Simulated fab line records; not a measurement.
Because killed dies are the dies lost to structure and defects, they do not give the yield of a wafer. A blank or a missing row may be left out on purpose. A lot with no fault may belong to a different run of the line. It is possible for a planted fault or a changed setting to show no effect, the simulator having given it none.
What tool caused it? | flow nand-harc | Sampling: 7 lots, 19 wafers, 2 of 1302 route steps

## WHAT THE GAUGES READ, wafer by wafer
NHARC_A_SOURCE_PLATE_THK_MEAS_06: measures by ellipsometry.
lot  | measured     | on            | thk-nm (nm)
L129 | day 8 02:11  | film-metro-02 | 201.4 199.0 196.8
L131 | day 8 20:58  | film-metro-02 | 200.2 198.9 198.6
L134 | day 10 03:59 | film-metro-01 | 199.5 198.7 199.3
L136 | day 11 06:13 | film-metro-02 | 197.3 199.1 198.9
L143 | day 13 18:11 | film-metro-02 | 199.6 199.7
L146 | day 15 06:19 | film-metro-02 | 196.4 198.2
L151 | day 17 02:39 | film-metro-01 | 199.1 199.5 201.1

## WHICH TOOL RAN EACH LOT (tool, then ch and the chambers of the sampled wafers, then the start)
lot  | NHARC_A_ZERO_WELL_ETCH_19
L129 | rie-diel-06 ch 1,3, day 7 05:11
L131 | rie-diel-06 ch 0,1,3, day 7 23:38
L134 | rie-diel-06 ch 1,2,3, day 9 03:38
L136 | rie-diel-01 ch 1,3, day 10 08:43
L143 | rie-diel-06 ch 1,2, day 12 20:16
L146 | rie-diel-06 ch 2,3, day 14 08:41
L151 | rie-diel-06 ch 1,2,3, day 16 05:47
- NHARC_A_ZERO_WELL_ETCH_19: etches the open film in N2/H2, target depth 80 nm, overetch 24 nm, time 87.88 s.

## THE ANSWER, worked out from the rows above alone
Rule: what is usual is taken from the lots themselves. Put in order of their means at a reading, lots are off if they are a third of the lots or fewer, leave a main group of 4 or more, and stand apart from it by a gap of 3 or more times the standard deviation of the main group's means; of several such gaps the widest counts. If all means in a main group match to the digits the tables above print for the reading, that group is not used. A lot without any number at a reading at which 4 lots or more have one is off too. The other lots that the step has rows for count as sound.
Nothing can be told from this: no lot is off at any reading shown.

## WHAT WAS PUT IN BY THE SIMULATOR
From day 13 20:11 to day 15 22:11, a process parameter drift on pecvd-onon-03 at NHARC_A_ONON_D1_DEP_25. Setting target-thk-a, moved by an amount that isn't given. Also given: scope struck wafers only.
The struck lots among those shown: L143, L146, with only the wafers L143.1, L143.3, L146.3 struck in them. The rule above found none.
